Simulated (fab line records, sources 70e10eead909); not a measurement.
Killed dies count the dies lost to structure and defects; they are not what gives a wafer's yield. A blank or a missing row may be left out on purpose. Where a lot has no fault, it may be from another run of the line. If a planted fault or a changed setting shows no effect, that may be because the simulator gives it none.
Which of the tools did it? -- flow nand harc -- 13 lots, 39 wafers sampled, at 6 steps of a route of 1302

## WHAT THE GAUGES SHOWED, per wafer
NHARC_P_GATE_INSPECT_68.
lot,measured,on,raw defect count
L279,day 6 03:55,defect inspect-02,283 177 130
L278,day 6 04:47,defect inspect-01,178 179 202
L281,day 7 12:05,defect inspect-01,242 197 130
L282,day 7 14:13,defect inspect-01,217 221 267
L285,day 8 13:35,defect inspect-02,234 285 281
L292,day 11 21:59,defect inspect-02,189 231 967
L294,day 12 18:34,defect inspect-02,207 273 139
L295,day 13 08:13,defect inspect-01,195 217 139
L296,day 13 16:43,defect inspect-02,177 118 124
L298,day 14 03:09,defect inspect-02,283 132 305
L299,day 14 14:51,defect inspect-01,123 91 325
L300,day 15 00:20,defect inspect-01,219 269 165
L301,day 15 05:13,defect inspect-02,172 212 255

NHARC_P_CONTACT_CD_MEAS_12 targets a cd of 90 nm.
lot,measured,on,cd nm (nm)
L279,day 6 05:31,cd sem-02,89.9 89.6 90.0
L278,day 6 06:23,cd sem-02,90.6 91.8 91.2
L281,day 7 13:35,cd sem-02,89.8 89.1 89.9
L282,day 7 15:50,cd sem-03,90.4 92.2 90.4
L285,day 8 15:11,cd sem-02,90.3 90.9 90.1
L292,day 11 23:36,cd sem-02,89.3 89.8 89.4
L294,day 12 20:04,cd sem-02,88.7 88.5 88.6
L295,day 13 09:49,cd sem-02,89.4 89.4 89.9
L296,day 13 18:19,cd sem-03,89.6 89.4 90.8
L298,day 14 04:37,cd sem-01,91.7 90.5 90.9
L299,day 14 16:28,cd sem-01,91.1 90.6 90.5
L300,day 15 01:50,cd sem-02,89.9 88.5 89.4
L301,day 15 06:44,cd sem-01,90.0 89.1 89.7

NHARC_END_SORT_01.
lot,measured,on,killed at array,killed at other,killed at periphery,killed dies,killed open,killed short
L292,day 30 09:02,prober-02,60 47 61,0 0 2,6 5 43,66 52 106,5 4 2,3 2 2

## WHAT TOOL EACH LOT RAN ON (gives the tool, then ch and the chambers of the sampled wafers, and finally the start)
lot,NHARC_P_GATE_STRIP_111,NHARC_P_GATE_STRIP_76,NHARC_P_GATE_SPUTTER_79
L279,"plasma asher-02 ch 0,1, day 5 22:09","plasma asher-02 ch 0,1, day 6 00:02","pvd sputter-03, day 6 03:08"
L278,"plasma asher-01 ch 0,1, day 5 22:44","plasma asher-01 ch 0,1, day 6 00:41","pvd sputter-01, day 6 04:01"
L281,"plasma asher-02 ch 0,1, day 7 05:52","plasma asher-02 ch 0,1, day 7 07:55","pvd sputter-01, day 7 11:19"
L282,"plasma asher-01 ch 0,1, day 7 08:16","plasma asher-01 ch 0, day 7 10:10","pvd sputter-03, day 7 13:28"
L285,"plasma asher-02 ch 0,1, day 8 07:44","plasma asher-01 ch 0,1, day 8 09:42","pvd sputter-02, day 8 12:47"
L292,"plasma asher-01 ch 0,1, day 11 15:57","plasma asher-01 ch 0,1, day 11 17:59","pvd sputter-01, day 11 21:13"
L294,"plasma asher-02 ch 0,1, day 12 12:41","plasma asher-02 ch 0,1, day 12 14:34","pvd sputter-02, day 12 17:47"
L295,"plasma asher-01 ch 0,1, day 13 02:30","plasma asher-02 ch 0,1, day 13 04:20","pvd sputter-02, day 13 07:26"
L296,"plasma asher-02 ch 0,1, day 13 10:49","plasma asher-02 ch 0,1, day 13 12:50","pvd sputter-02, day 13 15:56"
L298,"plasma asher-02 ch 0,1, day 13 21:14","plasma asher-02 ch 0,1, day 13 23:08","pvd sputter-03, day 14 02:20"
L299,"plasma asher-01 ch 0,1, day 14 08:56","plasma asher-02 ch 0,1, day 14 10:50","pvd sputter-02, day 14 14:05"
L300,"plasma asher-02 ch 0,1, day 14 18:20","plasma asher-02 ch 0,1, day 14 20:20","pvd sputter-03, day 14 23:32"
L301,"plasma asher-02 ch 0, day 14 23:20","plasma asher-01 ch 0,1, day 15 01:22","pvd sputter-01, day 15 04:27"
- NHARC_P_GATE_STRIP_111: strips in N2/H2, time 250 s.
- NHARC_P_GATE_STRIP_76: strips in O2.
- NHARC_P_GATE_SPUTTER_79: material TiN, target thk 10 nm.

## WHAT THE TOOLS THEMSELVES READ (means of the sampled wafers that have a number; where no wafer has one, the mark that the record gives instead)
NHARC_P_GATE_STRIP_111.
lot,tool,drypump motor current A (A),heater power w (W)
L279,plasma asher-02,5.5,80
L278,plasma asher-01,5.6,99
L281,plasma asher-02,5.5,80
L282,plasma asher-01,5.8,94
L285,plasma asher-02,5.8,79
L292,plasma asher-01,5.6,100
L294,plasma asher-02,5.5,80
L295,plasma asher-01,5.6,101
L296,plasma asher-02,5.7,82
L298,plasma asher-02,5.5,78
L299,plasma asher-01,5.9,97
L300,plasma asher-02,5.7,82
L301,plasma asher-02,6.0,82

NHARC_P_GATE_STRIP_76.
lot,tool,drypump motor current A (A),heater power w (W)
L279,plasma asher-02,5.5,296
L278,plasma asher-01,5.6,371
L281,plasma asher-02,5.5,297
L282,plasma asher-01,5.3,387
L285,plasma asher-01,5.8,363
L292,plasma asher-01,5.9,357
L294,plasma asher-02,5.7,305
L295,plasma asher-02,5.7,300
L296,plasma asher-02,5.5,295
L298,plasma asher-02,5.8,304
L299,plasma asher-02,5.5,296
L300,plasma asher-02,5.5,295
L301,plasma asher-01,5.6,380

## THE ANSWER, worked out from the rows above alone
Rule: the usual values come from the lots themselves. Put in order of their means at a reading, lots are off if they are a third of the lots or fewer, leave a main group of 4 or more, and stand apart from it by a gap of 3 or more times the standard deviation of the main group's means; of several such gaps the widest counts. The tables above print the reading to a certain number of digits; a main group whose means all agree to those digits is not used. A lot without any number at a reading at which 4 lots or more have one is off too. Any other lot the step has rows for is counted as sound. The gauges are gone through in route order, then the tools' own readings, and for those a lot's mean is taken as printed above. At the first step where some lot is off, the reading lying furthest off is the one used; lots without a number count as furthest.
Off at NHARC_P_GATE_INSPECT_68 (raw defect count): L292. For the main group the mean is 205 and the standard deviation 32.
If a tool, at a process step before that reading, ran all the lots that are off and no sound lot after the first of them, it fits. The gauges at NHARC_P_GATE_INSPECT_68 are tried like those tools. Not one of the candidates tried fits.

## WHAT HAD BEEN PUT IN BY THE SIMULATOR
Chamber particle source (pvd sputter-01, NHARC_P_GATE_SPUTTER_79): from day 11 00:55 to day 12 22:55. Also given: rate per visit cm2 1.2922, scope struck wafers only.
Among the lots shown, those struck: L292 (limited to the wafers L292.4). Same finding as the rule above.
